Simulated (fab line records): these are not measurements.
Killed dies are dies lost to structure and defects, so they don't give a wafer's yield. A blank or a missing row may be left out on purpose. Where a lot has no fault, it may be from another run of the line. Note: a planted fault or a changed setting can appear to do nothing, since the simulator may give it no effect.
Comparing a struck lot with a sound one / flow nandHarc / 43 out of 1302 route steps
Sound: wafers L564.1, L564.5, L564.6. Struck: wafers L573.3, L573.4, L573.6. The cause comes at the end.
For every step that has rows: the tool of each side, followed by ch and its chambers, followed by its first start. Under that, the readings that differ: sound wafers / struck wafers / difference of the means / sigmas: that difference in standard deviations of wafers without a fault.
alike: readings whose means differ by less than 2 such deviations, and words and numbers that are the same on both sides. not compared: withheld readings, readings that some wafer has no value for, bounds like >300 that may hide the same value, and numbers for which the record gives no deviation and whose values overlap.
A row with sigmas, a row that says differs or no value, or rows on one side alone: a step with any of these is where the two part. When numbers do not overlap yet have no deviation, they are printed without sigmas and do not part them. Lack of a reading on every wafer of one side parts them only where that side has two or more wafers.

NHARC_P_STI_OCD_MEAS_17:
  sound on ocd-02, day 3 11:15; struck on ocd-01, day 7 06:13
reading=trenchFootCdNm (nm); sound=154.1 159.5 156.4; struck=162.4 159.9 160.9; difference=+4.4; sigmas=+2
  alike: trenchDepthNm
then, 3 steps without rows for these wafers: NHARC_P_STI_STRIP_19 (strips in SPM, time 900 s); NHARC_P_STI_PRECLEAN_32 (cleans in SC1); NHARC_P_STI_SRD_23.
NHARC_P_STI_OCD_MEAS_43:
  sound on ocd-01, day 3 11:45; struck on ocd-02, day 7 06:44
reading=trenchFootCdNm (nm); sound=154.5 159.5 156.4; struck=162.4 159.9 161.4; difference=+4.4; sigmas=+2
  alike: trenchDepthNm
then, 3 steps without rows for these wafers: NHARC_P_STI_OXIDE_33 (material SiO2, target thk 10 nm, ox time 281 s); NHARC_P_STI_HDPCVD_20 (deposits SiO2); NHARC_P_STI_ANNEAL_34 (time 1800 s).
NHARC_P_STI_CMP_21: polishes, t overpolish 20 s, target thk 380.67 nm.
  sound on cmp-01 ch 0,1,3, day 4 05:43; struck on cmp-03 ch 0,1,3, day 8 04:39
  alike: motorCurrentA, overpolishRunS
then, 2 steps without rows for these wafers: NHARC_P_STI_SRD_35; NHARC_P_STI_ETCH_36 (etches SiO2 in dHF, target depth 38.8 nm).
NHARC_P_STI_STRIP_24: strips Si3N4 in H3PO4.
  sound on wetBench-09 ch 1,2,6, day 4 05:59; struck on wetBench-09 ch 0,1,2, day 8 05:01
  alike: bathGuardTempC
then, 4 steps without rows for these wafers: NHARC_P_STI_ETCH_37 (etches SiO2 in dHF, target depth 11 nm); NHARC_P_STI_PRECLEAN_38 (cleans in SC1); NHARC_P_STI_SRD_39; NHARC_P_STI_OXIDE_40 (material SiO2, target thk 10 nm, ox time 1362 s).
NHARC_P_STI_INSPECT_25:
  sound on defectInspect-02, day 4 17:40; struck on defectInspect-02, day 8 15:15
reading=rawDefectCount; sound=192 185 276; struck=584 528 537; difference=+332; sigmas=+6
then, 12 steps without rows for these wafers: NHARC_P_GATE_ETCH_69 (etches SiO2 in dHF, target depth 14 nm); NHARC_P_GATE_PRECLEAN_70 (cleans in SC1); NHARC_P_GATE_SRD_01; NHARC_P_GATE_OXIDE_02 (material SiO2, target thk 37.5 nm, ox time 365 s); NHARC_P_GATE_DEHYDRATE_03 (time 120 s); NHARC_P_GATE_HMDS_04 (time 30 s); NHARC_P_GATE_COAT_05; NHARC_P_GATE_SOFTBAKE_06 (time 95 s); NHARC_P_GATE_EBR_07; NHARC_P_GATE_EXPOSE_08 (exposes mask P HV); NHARC_P_GATE_PEB_09 (peb time 85 s); NHARC_P_GATE_DEVELOP_10 (time 70 s).
NHARC_P_GATE_CD_MEAS_11: target cd 1640 nm.
  sound on cdSem-03 ch 0, day 5 02:05; struck on cdSem-01 ch 0, day 8 23:49
  alike: cdNm
then, 1 step without rows for these wafers: NHARC_P_GATE_HARDBAKE_12 (time 80 s).
NHARC_P_GATE_DESCUM_13: chemistry O2, time 3 s.
  sound on rieDiel-03 ch 0,1,2, day 5 02:17; struck on rieDiel-01 ch 0,2,3, day 8 23:58
  alike: drypumpMotorCurrentA, oesProductAu, rfVppV, showerheadPlenumPTorr, throttleValvePct
  not compared: rfHoursCounterH
then, 6 steps without rows for these wafers: NHARC_P_GATE_ETCH_14 (etches SiO2 in dHF, target depth 48.8 nm); NHARC_P_GATE_STRIP_15 (strips in SPM, time 780 s); NHARC_P_GATE_PRECLEAN_71 (cleans in SC1); NHARC_P_GATE_SRD_72; NHARC_P_GATE_OXIDE_16 (material SiO2, target thk 3 nm, ox time 392 s); NHARC_P_GATE_CVD_17 (deposits poly-Si, target thk 150 nm, time 900 s).
NHARC_P_GATE_HM_DEP_102: deposits aC, target thk 120 nm.
  sound on aclDep-02 ch 0, day 5 15:38; struck on aclDep-03 ch 0, day 9 14:27
reading=susceptorTempC (C); sound=400.52 400.28 400.21; struck=- - -; difference=no value on the struck wafers; sigmas=
  alike: throttleValvePct
NHARC_P_GATE_DEP_103: deposits SiON, target thk 30 nm.
  sound on pecvd-02 ch 0,2, day 5 16:20; struck on pecvd-04 ch 0,1,2, day 9 14:55
  alike: heaterPowerW, susceptorTempC
then, 1 step without rows for these wafers: NHARC_P_GATE_DEHYDRATE_18 (time 120 s).
NHARC_P_GATE_INSPECT_28:
  sound on defectInspect-01, day 5 17:07; struck on defectInspect-02, day 9 15:43
reading=rawDefectCount; sound=4 4 6; struck=450 405 391; difference=+411; sigmas=+99 or more
NHARC_P_GATE_INSPECT_68:
  sound on defectInspect-01, day 6 11:23; struck on defectInspect-02, day 10 12:05
reading=rawDefectCount; sound=178 161 314; struck=582 506 541; difference=+325; sigmas=+6

## WHERE THEY PART
First at NHARC_P_STI_OCD_MEAS_17; last, within this record, at NHARC_P_GATE_INSPECT_68.

WHY: whatever the simulator had introduced
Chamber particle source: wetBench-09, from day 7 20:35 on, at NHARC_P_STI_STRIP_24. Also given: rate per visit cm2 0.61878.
